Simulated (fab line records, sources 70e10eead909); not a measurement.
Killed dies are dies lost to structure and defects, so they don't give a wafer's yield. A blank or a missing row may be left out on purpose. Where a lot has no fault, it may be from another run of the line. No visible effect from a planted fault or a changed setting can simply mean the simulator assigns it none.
What tool caused it?	flow nand_harc	12 lots with 36 wafers sampled at 6 steps, on a route of 1159 steps

## WHAT EACH GAUGE READ, for each wafer
NHARC_P_GATE_INSPECT_68.
lot	measured	on	raw_defect_count
L352	day 6 15:33	defect_inspect-01	266 239 226
L355	day 7 06:05	defect_inspect-02	276 133 192
L356	day 7 10:12	defect_inspect-02	142 152 193
L357	day 7 10:28	defect_inspect-01	93 128 93
L359	day 8 00:46	defect_inspect-01	188 204 259
L361	day 8 22:13	defect_inspect-02	177 206 1094
L360	day 8 22:59	defect_inspect-01	1039 198 1151
L362	day 9 04:42	defect_inspect-01	116 121 127
L363	day 9 09:14	defect_inspect-01	208 927 882
L369	day 10 20:58	defect_inspect-02	164 217 318
L370	day 10 21:25	defect_inspect-02	295 224 283
L371	day 10 21:51	defect_inspect-01	122 165 175

NHARC_P_CONTACT_OVL_MEAS_13.
lot	measured	on	overlay_x_nm (nm)	overlay_y_nm (nm)
L352	day 6 17:08	overlay-01	-0.5 -0.6 -0.6	-0.9 -0.8 -1.6
L355	day 7 07:47	overlay-01	-0.6 -1.2 -1.4	0.7 0.8 0.4
L356	day 7 11:54	overlay-02	-0.6 -1.1 -1.2	1.0 0.6 0.7
L357	day 7 12:13	overlay-01	1.5 1.7 1.7	1.3 1.9 1.0
L359	day 8 02:20	overlay-01	1.1 0.9 0.6	0.3 -0.1 0.3
L361	day 8 23:55	overlay-02	2.3 2.1 2.0	-0.2 0.4 -0.2
L360	day 9 00:47	overlay-02	-0.5 -0.8 -0.9	-0.7 -0.7 -0.8
L362	day 9 06:25	overlay-01	-0.4 -0.3 -0.5	0.6 1.5 1.2
L363	day 9 11:10	overlay-01	0.2 0.3 0.2	-1.1 -1.2 -1.1
L369	day 10 22:34	overlay-01	-0.9 -0.2 -0.1	1.0 0.5 0.4
L370	day 10 23:14	overlay-02	-1.1 -0.5 -1.1	0.2 0.3 0.0
L371	day 10 23:35	overlay-01	-0.5 -0.3 -0.4	0.5 0.5 1.5

NHARC_END_SORT_01.
lot	measured	on	killed_at_array	killed_at_other	killed_at_periphery	killed_dies	killed_open	killed_short
L357	day 21 20:15	prober-02	20 14 14	1 2 1	2 1 0	23 17 15	2 2 1	6 6 0
L359	day 21 22:43	prober-01	27 25 23	0 1 1	3 4 4	30 30 28	3 1 5	3 2 3
L361	day 22 14:23	prober-01	28 29 24	1 0 0	1 6 103	30 35 127	1 5 0	2 2 4
L360	day 22 22:05	prober-02	32 37 40	0 0 0	94 1 102	126 38 142	1 4 5	6 0 4
L362	day 23 16:56	prober-01	33 23 30	1 3 0	0 2 4	34 28 34	1 4 2	3 2 2
L363	day 23 17:41	prober-02	13 18 10	0 0 0	2 101 97	15 119 107	2 2 1	2 3 1

## WHAT TOOL EACH LOT RAN ON (gives the tool, then ch and the chambers of the sampled wafers, and finally the start)
lot	NHARC_P_GATE_DESCUM_61	NHARC_P_GATE_STRIP_112	NHARC_P_GATE_STRIP_76
L352	rie_diel-05 ch 0,2, day 6 10:40	plasma_asher-02 ch 0,1, day 6 11:04	plasma_asher-02 ch 0,1, day 6 11:19
L355	rie_diel-05 ch 0,2,3, day 7 01:17	plasma_asher-01 ch 0,1, day 7 01:38	plasma_asher-01 ch 0,1, day 7 01:53
L356	rie_diel-05 ch 0,2, day 7 05:28	plasma_asher-01 ch 0,1, day 7 05:50	plasma_asher-01 ch 0,1, day 7 06:05
L357	rie_diel-05 ch 1,2, day 7 05:41	plasma_asher-01 ch 0,1, day 7 06:14	plasma_asher-01 ch 0,1, day 7 06:26
L359	rie_diel-11 ch 0,2,3, day 7 19:53	plasma_asher-02 ch 0,1, day 7 20:16	plasma_asher-02 ch 0,1, day 7 20:31
L361	rie_diel-05 ch 0,2,3, day 8 17:37	plasma_asher-01 ch 0,1, day 8 17:58	plasma_asher-01 ch 0,1, day 8 18:14
L360	rie_diel-05 ch 0,1,2, day 8 17:59	plasma_asher-01 ch 0,1, day 8 18:40	plasma_asher-01 ch 0,1, day 8 18:52
L362	rie_diel-05 ch 2,3, day 8 23:54	plasma_asher-02 ch 0,1, day 9 00:19	plasma_asher-02 ch 0,1, day 9 00:33
L363	rie_diel-05 ch 0,1, day 9 04:20	plasma_asher-01 ch 0,1, day 9 04:49	plasma_asher-01 ch 0,1, day 9 05:00
L369	rie_diel-05 ch 0,2,3, day 10 15:12	plasma_asher-02 ch 0,1, day 10 15:35	plasma_asher-02 ch 0,1, day 10 15:50
L370	rie_diel-05 ch 2,3, day 10 15:49	plasma_asher-02 ch 0, day 10 16:15	plasma_asher-02 ch 0, day 10 16:29
L371	rie_diel-05 ch 1,2,3, day 10 16:04	plasma_asher-02 ch 0,1, day 10 16:32	plasma_asher-02 ch 0,1, day 10 16:47
- NHARC_P_GATE_DESCUM_61: chemistry O2, time 3 s.
- NHARC_P_GATE_STRIP_112: strips in N2/H2, time 200 s.
- NHARC_P_GATE_STRIP_76: strips in O2.

## WHAT THE TOOLS THEMSELVES READ (means of the sampled wafers that have a number; where no wafer has one, the mark that the record gives instead)
NHARC_P_GATE_DESCUM_61.
lot	tool	drypump_motor_current_A (A)	oes_product_au (a.u.)	rf_vpp_V (V)	showerhead_plenum_p_Torr (Torr)	throttle_valve_pct (%)
L352	rie_diel-05	5.6	1.004	57.7	1.83	11.311
L355	rie_diel-05	5.6	1.010	56.4	1.83	11.313
L356	rie_diel-05	5.6	0.996	58.3	1.83	11.309
L357	rie_diel-05	5.5	1.000	57.1	1.86	11.311
L359	rie_diel-11	5.5	0.995	57.4	1.89	11.320
L361	rie_diel-05	5.5	1.012	57.2	1.83	11.316
L360	rie_diel-05	5.5	0.997	57.3	1.84	11.315
L362	rie_diel-05	5.6	1.017	57.0	1.85	11.312
L363	rie_diel-05	5.5	0.992	57.8	1.82	11.309
L369	rie_diel-05	5.5	1.001	57.7	1.83	11.309
L370	rie_diel-05	5.5	1.015	57.7	1.84	11.310
L371	rie_diel-05	5.5	1.008	57.3	1.85	11.319

NHARC_P_GATE_STRIP_112.
lot	tool	drypump_motor_current_A (A)	heater_power_w (W)
L352	plasma_asher-02	6.1	97
L355	plasma_asher-01	5.4	77
L356	plasma_asher-01	5.5	74
L357	plasma_asher-01	5.5	74
L359	plasma_asher-02	6.1	95
L361	plasma_asher-01	5.5	74
L360	plasma_asher-01	5.4	78
L362	plasma_asher-02	6.1	96
L363	plasma_asher-01	5.4	77
L369	plasma_asher-02	6.1	98
L370	plasma_asher-02	6.4	101
L371	plasma_asher-02	6.1	96

NHARC_P_GATE_STRIP_76.
lot	tool	drypump_motor_current_A (A)	heater_power_w (W)
L352	plasma_asher-02	6.1	360
L355	plasma_asher-01	5.4	292
L356	plasma_asher-01	5.5	276
L357	plasma_asher-01	5.5	280
L359	plasma_asher-02	6.1	357
L361	plasma_asher-01	5.5	274
L360	plasma_asher-01	5.4	287
L362	plasma_asher-02	6.1	362
L363	plasma_asher-01	5.4	290
L369	plasma_asher-02	6.1	366
L370	plasma_asher-02	6.4	375
L371	plasma_asher-02	6.1	364

## THE ANSWER, worked out from the rows above alone
Rule: usual is defined by the lots themselves. Put in order of their means at a reading, lots are off if they are a third of the lots or fewer, leave a main group of 4 or more, and stand apart from it by a gap of 3 or more times the standard deviation of the main group's means; of several such gaps the widest counts. If all means in a main group match to the digits the tables above print for the reading, that group is not used. Also off: a lot with no number at a reading for which 4 or more lots have one. All remaining lots with rows at the step are treated as sound. Order of review: gauges by route order, followed by the tools' own readings, for which a lot's mean as printed above is used. At the first step where some lot is off, the reading lying furthest off is the one used; lots without a number count as furthest.
Off, at NHARC_P_GATE_INSPECT_68 on raw_defect_count: L361, L360, L363. The main group has a mean of 189 with a standard deviation of 53.
If a tool, at a process step before that reading, ran all the lots that are off and no sound lot after the first of them, it fits. Those tools and the gauges at NHARC_P_GATE_INSPECT_68 are tried in the same way. One fits: plasma_asher-01 at NHARC_P_GATE_STRIP_112 and NHARC_P_GATE_STRIP_76. At NHARC_P_GATE_STRIP_112 its last sound lot is L357 (day 7 06:14), its first lot that is off L361 (day 8 17:58): a fault that began between those two fits.

## WHAT THE SIMULATOR PUT IN
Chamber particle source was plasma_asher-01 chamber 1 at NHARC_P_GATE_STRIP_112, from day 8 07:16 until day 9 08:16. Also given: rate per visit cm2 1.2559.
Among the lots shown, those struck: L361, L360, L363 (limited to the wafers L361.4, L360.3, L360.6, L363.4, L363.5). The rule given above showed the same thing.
